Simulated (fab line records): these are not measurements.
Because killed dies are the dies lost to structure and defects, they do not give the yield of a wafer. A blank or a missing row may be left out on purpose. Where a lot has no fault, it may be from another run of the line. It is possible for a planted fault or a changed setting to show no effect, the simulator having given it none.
What tool caused it?    flow nand-harc    36 wafers from 12 lots sampled at 5 of the route's 1159 steps

WHAT THE GAUGES READ, wafer by wafer
NHARC_END_SORT_01. Usual: killed-at-array 28, standard deviation 8.9; killed-at-other 0.8, standard deviation 1.2; killed-at-periphery 3.3, standard deviation 2.3; killed-dies 32, standard deviation 9.4; killed-open 3.2, standard deviation 1.8; killed-short 1.9, standard deviation 1.4.
lot   measured      on         killed-at-array  killed-at-other  killed-at-periphery  killed-dies  killed-open  killed-short  flag
L887  day 19 18:21  prober-01  19 19 19         1 0 0            1 5 5                21 24 24     3 3 4        0 0 1         
L888  day 19 17:35  prober-02  11 10 16         0 0 0            3 1 1                14 11 17     4 1 1        3 2 5         
L890  day 20 01:22  prober-01  32 30 30         1 1 0            2 4 0                35 35 30     9 5 1        1 4 0         
L889  day 20 01:26  prober-02  17 14 14         1 0 0            6 2 2                24 16 16     8 3 1        5 1 1         
L891  day 20 11:47  prober-02  19 26 20         0 1 0            4 7 8                23 34 28     2 1 4        2 1 2         
L896  day 21 14:48  prober-01  25 21 14         3 2 0            1 0 1                29 23 15     1 2 3        3 1 1         
L894  day 21 14:46  prober-02  23 28 17         0 0 0            4 7 3                27 35 20     2 5 5        5 2 0         
L899  day 23 02:58  prober-02  32 38 42         6 5 4            1 6 8                39 49 54     3 2 3        3 2 1         OFF
L903  day 23 05:02  prober-01  35 32 26         4 3 5            9 8 7                48 43 38     5 3 1        0 2 3         
L906  day 23 23:56  prober-01  30 15 14         0 1 0            5 5 0                35 21 14     4 3 2        2 2 2         
L907  day 25 05:34  prober-02  35 43 34         0 0 0            2 2 2                37 45 36     1 6 2        3 2 0         
L909  day 25 08:47  prober-01  22 19 23         0 0 1            4 5 6                26 24 30     4 3 1        3 3 2         

WHAT TOOL EACH LOT RAN ON (gives the tool, then ch and the chambers of the sampled wafers, and finally the start)
lot   NHARC_A_SLIT_ETCH_29                NHARC_A_SLIT_STRIP_18                          NHARC_A_WL_FILL_ETCHBACK_04        NHARC_A_WL_FILL_ALD_10
L887  rie-diel-08 ch 1,2,3, day 14 03:22  rie-diel-08 ch 2,3, day 14 16:13 or earlier    rie-metal-03 ch 0,1, day 14 16:13  ald-hk-02 ch 0,3, day 14 23:15
L888  rie-diel-11 ch 0,1,3, day 14 12:37  rie-diel-11 ch 0,2, day 15 02:41 or earlier    rie-metal-02 ch 0, day 15 02:41    ald-hk-03 ch 0,1,2, day 15 07:29
L890  rie-diel-08 ch 0,1,3, day 14 12:46  rie-diel-08 ch 0,1,3, day 15 01:22 or earlier  rie-metal-03 ch 0,1, day 15 01:22  ald-hk-04 ch 1,2, day 15 06:58
L889  rie-diel-13 ch 0,2,3, day 14 18:47  rie-diel-13 ch 0,1, day 15 09:44 or earlier    rie-metal-02 ch 0,1, day 15 09:44  ald-hk-02 ch 0,3, day 15 19:01
L891  rie-diel-13 ch 0,3, day 15 10:46    rie-diel-13 ch 2,3, day 16 01:16 or earlier    rie-metal-03 ch 0,1, day 16 01:16  ald-hk-02 ch 0,2,3, day 16 08:49
L896  rie-diel-08 ch 0,2,3, day 16 14:35  rie-diel-08 ch 0,1,2, day 17 14:06 or earlier  rie-metal-02 ch 0,1, day 17 14:06  ald-hk-03 ch 1,2,3, day 17 17:28
L894  rie-diel-13 ch 0,1,2, day 16 16:17  rie-diel-13 ch 0,1,2, day 17 11:17 or earlier  rie-metal-03 ch 0,1, day 17 11:17  ald-hk-04 ch 0,2, day 17 17:09
L899  rie-diel-11 ch 0,1,3, day 18 03:43  rie-diel-11 ch 1,2, day 18 23:47 or earlier    rie-metal-03 ch 0,1, day 18 23:47  ald-hk-04 ch 1,2, day 19 05:17
L903  rie-diel-11 ch 1,2,3, day 18 05:23  rie-diel-11 ch 0,1, day 19 00:08 or earlier    rie-metal-02 ch 1, day 19 00:08    ald-hk-03 ch 0,1,2, day 19 06:19
L906  rie-diel-11 ch 1,2, day 18 14:59    rie-diel-11 ch 2,3, day 19 11:02 or earlier    rie-metal-02 ch 1, day 19 11:02    ald-hk-02 ch 0,3, day 19 17:26
L907  rie-diel-08 ch 1,2, day 19 18:28    rie-diel-08 ch 0,2, day 20 15:32 or earlier    rie-metal-02 ch 0, day 20 15:32    ald-hk-04 ch 1,3, day 21 00:50
L909  rie-diel-11 ch 1,2,3, day 20 04:05  rie-diel-11 ch 1,2,3, day 20 22:26 or earlier  rie-metal-02 ch 0, day 20 22:26    ald-hk-03 ch 1,2,3, day 21 06:40
- NHARC_A_SLIT_ETCH_29: etches the open film in CF4/O2, target depth 100 nm, overetch 10 nm, time 55 s.
- NHARC_A_SLIT_STRIP_18: strips in O2.
- NHARC_A_WL_FILL_ETCHBACK_04: etches the open film in NF3, target depth 60 nm, time 120 s.
- NHARC_A_WL_FILL_ALD_10: deposits SiO2, target thk 50 nm, pulse time 10 s, ald cycles 500.

AS READ BY THE TOOLS THEMSELVES (means over the sampled wafers that have a number; for cases with no such wafer, the mark the record gives instead)
NHARC_A_SLIT_ETCH_29. Usual: drypump-motor-current-A 6.0 A, standard deviation 0.36; o2-flow-sccm 19.99 sccm, standard deviation 0.058; oes-product-au 0.999 a.u., standard deviation 0.007; rf-vpp-V 197.8 V, standard deviation 1.5; showerhead-plenum-p-Torr 1.34 Torr, standard deviation 0.064; throttle-valve-pct 13.397 %, standard deviation 0.0094.
lot   tool         drypump-motor-current-A (A)  o2-flow-sccm (sccm)  oes-product-au (a.u.)  rf-vpp-V (V)  showerhead-plenum-p-Torr (Torr)  throttle-valve-pct (%)  flag
L887  rie-diel-08  6.0                          19.95                0.994                  198.4         1.37                             13.397                  
L888  rie-diel-11  5.9                          19.99                1.000                  197.0         1.35                             13.398                  
L890  rie-diel-08  6.0                          19.97                0.994                  197.7         1.38                             13.399                  
L889  rie-diel-13  6.3                          19.95                1.010                  198.2         1.33                             13.393                  
L891  rie-diel-13  6.2                          20.03                1.009                  196.7         1.28                             13.396                  
L896  rie-diel-08  5.9                          19.96                0.989                  197.1         1.32                             13.390                  
L894  rie-diel-13  6.0                          19.94                1.001                  197.1         1.31                             13.394                  
L899  rie-diel-11  5.9                          20.03                0.998                  198.4         1.35                             13.390                  
L903  rie-diel-11  5.9                          20.01                0.999                  198.3         1.35                             13.396                  
L906  rie-diel-11  5.6                          20.02                0.997                  198.5         1.37                             13.400                  
L907  rie-diel-08  6.1                          19.96                1.004                  197.8         1.37                             13.395                  
L909  rie-diel-11  5.9                          19.97                0.994                  198.2         1.35                             13.401                  

NHARC_A_SLIT_STRIP_18. Usual: drypump-motor-current-A 6.0 A, standard deviation 0.35; o2-flow-sccm 500.1 sccm, standard deviation 1.4; oes-product-au 1.000 a.u., standard deviation 0.0081; rf-vpp-V 57.9 V, standard deviation 0.82; showerhead-plenum-p-Torr 3.53 Torr, standard deviation 0.16; throttle-valve-pct 17.038 %, standard deviation 0.0091.
lot   tool         drypump-motor-current-A (A)  o2-flow-sccm (sccm)  oes-product-au (a.u.)  rf-vpp-V (V)  showerhead-plenum-p-Torr (Torr)  throttle-valve-pct (%)  flag
L887  rie-diel-08  6.0                          499.9                0.994                  57.7          3.64                             17.041                  
L888  rie-diel-11  5.7                          499.5                1.000                  57.6          3.42                             17.035                  
L890  rie-diel-08  6.1                          499.6                0.994                  58.7          3.63                             17.045                  
L889  rie-diel-13  5.8                          501.4                1.005                  58.2          3.38                             17.043                  
L891  rie-diel-13  6.4                          499.7                1.006                  58.4          3.64                             17.039                  
L896  rie-diel-08  5.9                          499.4                0.990                  57.4          3.48                             17.035                  
L894  rie-diel-13  6.1                          499.9                1.006                  57.7          3.47                             17.038                  
L899  rie-diel-11  5.6                          499.5                0.990                  58.1          3.62                             17.038                  
L903  rie-diel-11  5.6                          501.0                1.002                  58.1          3.52                             17.039                  
L906  rie-diel-11  6.2                          499.7                0.999                  57.0          3.52                             17.038                  
L907  rie-diel-08  5.7                          498.3                1.002                  57.8          3.34                             17.047                  
L909  rie-diel-11  5.9                          500.5                0.996                  58.1          3.57                             17.029                  

NHARC_A_WL_FILL_ETCHBACK_04. Usual: drypump-motor-current-A 5.4 A, standard deviation 0.38; oes-product-au 0.998 a.u., standard deviation 0.0064; run-length-s 141.3 s, standard deviation 0.43.
lot   tool          drypump-motor-current-A (A)  oes-product-au (a.u.)  run-length-s (s)  flag
L887  rie-metal-03  5.4                          0.995                  140.8             
L888  rie-metal-02  5.4                          1.001                  141.5             
L890  rie-metal-03  5.4                          0.998                  140.9             
L889  rie-metal-02  5.3                          1.006                  141.3             
L891  rie-metal-03  5.7                          0.995                  140.9             
L896  rie-metal-02  5.2                          0.995                  141.4             
L894  rie-metal-03  5.7                          0.994                  141.0             
L899  rie-metal-03  5.7                          0.996                  134.4             OFF
L903  rie-metal-02  5.1                          0.994                  141.2             
L906  rie-metal-02  5.1                          1.002                  141.1             
L907  rie-metal-02  5.4                          1.004                  141.6             
L909  rie-metal-02  5.4                          1.002                  141.7             

NHARC_A_WL_FILL_ALD_10. Usual: heater-power-w 440 W, standard deviation 45; precursor-pulse-height-rel 1.000, standard deviation 0.02.
lot   tool       heater-power-w (W)  precursor-pulse-height-rel  flag
L887  ald-hk-02  406                 1.000                       
L888  ald-hk-03  418                 1.008                       
L890  ald-hk-04  455                 1.024                       
L889  ald-hk-02  407                 0.995                       
L891  ald-hk-02  419                 1.006                       
L896  ald-hk-03  468                 0.999                       
L894  ald-hk-04  467                 1.011                       
L899  ald-hk-04  465                 1.008                       
L903  ald-hk-03  410                 0.982                       
L906  ald-hk-02  440                 0.988                       
L907  ald-hk-04  439                 1.016                       
L909  ald-hk-03  461                 0.998                       

THE ANSWER, worked out from the rows above alone
Rule: lot off if the mean of its wafers having a number is beyond 3 standard deviations from the usual mean. Also off: a lot with no number at a reading for which 4 or more lots have one. The other lots that the step has rows for count as sound. First the gauges in route order, then the tools' own readings, where a lot's mean is used as printed above. At the first step where some lot is off, the reading lying furthest off is the one used; lots without a number count as furthest.
Off: L899, at NHARC_END_SORT_01 (killed-at-other).
If a tool, at a process step before that reading, ran all the lots that are off and no sound lot after the first of them, it fits. Not tried: the gauges at NHARC_END_SORT_01; whatever is off there is also off at NHARC_A_WL_FILL_ETCHBACK_04, on other tools, and gauge error can't account for it. NHARC_A_SLIT_STRIP_18: start missing for some lots; hours and lot order therefore follow NHARC_A_WL_FILL_ETCHBACK_04. One fits: rie-metal-03 at NHARC_A_WL_FILL_ETCHBACK_04. A fault onset in the window from L894 (day 17 11:17, its last sound lot) to L899 (day 18 23:47, its first lot off) fits.
The tool's own readings at NHARC_A_WL_FILL_ETCHBACK_04 bear it out: on the lots that are off they differ by more than 5 times the standard deviation of the sound lots' means. run-length-s reads 134.4 s there against 141.2 s on the sound lots.

WHAT THE SIMULATOR HAD INSERTED
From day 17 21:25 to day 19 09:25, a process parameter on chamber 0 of rie-metal-03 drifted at NHARC_A_WL_FILL_ETCHBACK_04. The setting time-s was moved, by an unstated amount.
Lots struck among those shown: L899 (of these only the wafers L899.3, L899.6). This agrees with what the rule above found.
